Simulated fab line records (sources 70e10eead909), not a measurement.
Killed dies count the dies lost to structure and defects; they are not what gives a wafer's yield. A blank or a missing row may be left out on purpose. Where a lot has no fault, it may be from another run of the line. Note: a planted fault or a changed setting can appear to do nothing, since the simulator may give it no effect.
A struck lot beside a sound one -- flow nand harc -- 24 out of 1159 route steps
Sound: these wafers, L490.1, L490.4, L490.6. Wafers L500.1, L500.3, L500.4 were the ones struck. The cause comes at the end.
Per side, at each step with rows, come the tool, then ch with its chambers, and then its first start. Under that, the readings that differ: sound wafers -- struck wafers -- difference of the means -- sigmas: that difference in standard deviations of wafers without a fault.
alike: same words and numbers on both sides, and readings whose means sit less than 2 such deviations apart. not compared: any withheld reading, any reading some wafer has no value for, any bound like >300 that may hide the same value, and any number with overlapping values for which the record gives no deviation.
The two part at a step that has a row with sigmas, a row that says differs or no value, or rows on one side only. Non-overlapping numbers with no deviation appear without sigmas and do not part them. A reading that every wafer of one side lacks parts them only if that side has two wafers or more.

NHARC_P_M1_INSPECT_27:
  sound: defect inspect-01 at day 7 15:19; struck: defect inspect-02 at day 10 10:09
  alike: raw defect count
NHARC_P_M1_PRE_CLEAN_32: time 12 s.
  sound on pecvd-01 ch 0,1, day 7 15:24; struck on pecvd-01 ch 0,1,2, day 10 10:13
  alike: heater power outer w, heater power w
NHARC_P_M1_DEP_33: deposits SiCN, target thk 30 nm.
  sound on pecvd-01 ch 0,1, day 7 15:31; struck on pecvd-01 ch 0,1,2, day 10 10:18
  alike: chamber pressure Torr, heater power outer w, heater power w
then, 8 steps without rows for these wafers: NHARC_P_M2_DEP_00 (deposits SiOC, target thk 182.5 nm); NHARC_P_M2_DEHYDRATE_01 (time 120 s); NHARC_P_M2_HMDS_02 (time 30 s); NHARC_P_M2_COAT_34 (time 65 s); NHARC_P_M2_COAT_03 (resist thk 90 nm); NHARC_P_M2_SOFTBAKE_04 (time 55 s); NHARC_P_M2_EBR_05; NHARC_P_M2_EXPOSE_06 (exposes mask P M2, target cd 170 nm).
NHARC_P_M2_PEB_07: peb time 65 s.
  sound on litho track-06 ch 0, day 7 16:37; struck on litho track-04 ch 0, day 10 11:23
reading,sound,struck,difference,sigmas
heater power total W (W),156.9 156.8 156.5,161.0 160.7 160.7,+4.1,+10
plate temp C (C),100.10 100.00 99.98,102.02 101.99 102.02,+1.98,+14
then, 1 step without rows for these wafers: NHARC_P_M2_DEVELOP_08 (develop time 35 s).
NHARC_P_M2_CD_MEAS_09 targets a cd of 170 nm.
  sound on cd sem-01 ch 0, day 7 16:42; struck on cd sem-01 ch 0, day 10 11:28
reading,sound,struck,difference,sigmas
cd nm (nm),170.9 170.9 170.5,176.6 176.3 177.2,+5.9,+9
NHARC_P_M2_OVL_MEAS_10: pitch 340 nm.
  sound: overlay-01 at day 7 16:47; struck: overlay-02 at day 10 11:34
reading,sound,struck,difference,sigmas
overlay y nm (nm),-0.8 -0.2 -0.7,2.2 1.9 2.4,+2.7,+3
  alike: overlay x nm
NHARC_P_M2_INSPECT_11:
  sound: defect inspect-01 at day 7 16:49; struck: defect inspect-02 at day 10 11:36
reading,sound,struck,difference,sigmas
raw defect count,2 2 1,10 8 8,+7,+3
NHARC_P_M2_DESCUM_14: chemistry O2, time 3 s.
  sound on rie diel-12 ch 1,2, day 7 16:53; struck on rie diel-01 ch 0,1,3, day 10 11:40
reading,sound,struck,difference,sigmas
model.P_M2.cd nm (nm),171.6 171.8 171.3,176.9 176.8 176.3,+5.1,
  alike: drypump motor current A, oes product au, rf vpp V, showerhead plenum p Torr, throttle valve pct
  not compared: rf hours counter h
NHARC_P_M2_ETCH_35: etches the open film in N2/H2, target depth 40 nm, overetch 12 nm, time 43.94 s.
  sound on rie diel-12 ch 0,2,3, day 7 16:58; struck on rie diel-01 ch 0,1,3, day 10 11:45
  alike: drypump motor current A, oes product au, rf vpp V, showerhead plenum p Torr, throttle valve pct
  not compared: rf hours counter h
NHARC_P_M2_ETCH_15: etches the open film in C4F8/Ar, target depth 182.5 nm, time 91.2 s.
  sound on rie diel-12 ch 1,2,3; struck on rie diel-01 ch 0,1,2
  alike: oes product au, rf vpp V
  not compared: rf hours counter h
NHARC_P_M2_CD_MEAS_16:
  sound: cd sem-03 at day 7 17:12; struck: cd sem-01 at day 10 11:58
reading,sound,struck,difference,sigmas
cd nm (nm),171.1 171.1 171.2,177.2 176.5 175.4,+5.2,+7
NHARC_P_M2_STRIP_18: strips in N2/H2.
  sound on rie diel-03 ch 0,1, day 7 17:17; struck on rie diel-01 ch 0,2,3, day 10 12:02
  alike: drypump motor current A, oes product au, rf vpp V, showerhead plenum p Torr, throttle valve pct
  not compared: rf hours counter h
NHARC_P_M2_ETCH_28: etches the open film in CF4/N2, target depth 30 nm, time 72.99 s.
  sound on rie diel-03 ch 0,1,2; struck on rie diel-01 ch 0,1,2
reading,sound,struck,difference,sigmas
model.P_M2.cd nm (nm),170.9 170.2 170.9,176.5 177 175.2,+5.6,
  alike: cf4 flow sccm, drypump motor current A, oes product au, rf vpp V, showerhead plenum p Torr, throttle valve pct
  not compared: rf hours counter h
then, 1 step without rows for these wafers: NHARC_P_M2_STRIP_19 (strips in post etch residue remover, time 600 s).
NHARC_END_SORT_01:
  the record has rows for the sound wafers here (prober-01 ch 0, day 21 02:16) and none for the struck ones

## WHERE THEY PART
Last at NHARC_END_SORT_01 as far as this record goes, first at NHARC_P_M2_PEB_07.

WHY: what the simulator had put in
Drift in process parameters on litho track-04 at NHARC_P_M2_PEB_07, starting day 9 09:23. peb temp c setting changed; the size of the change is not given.
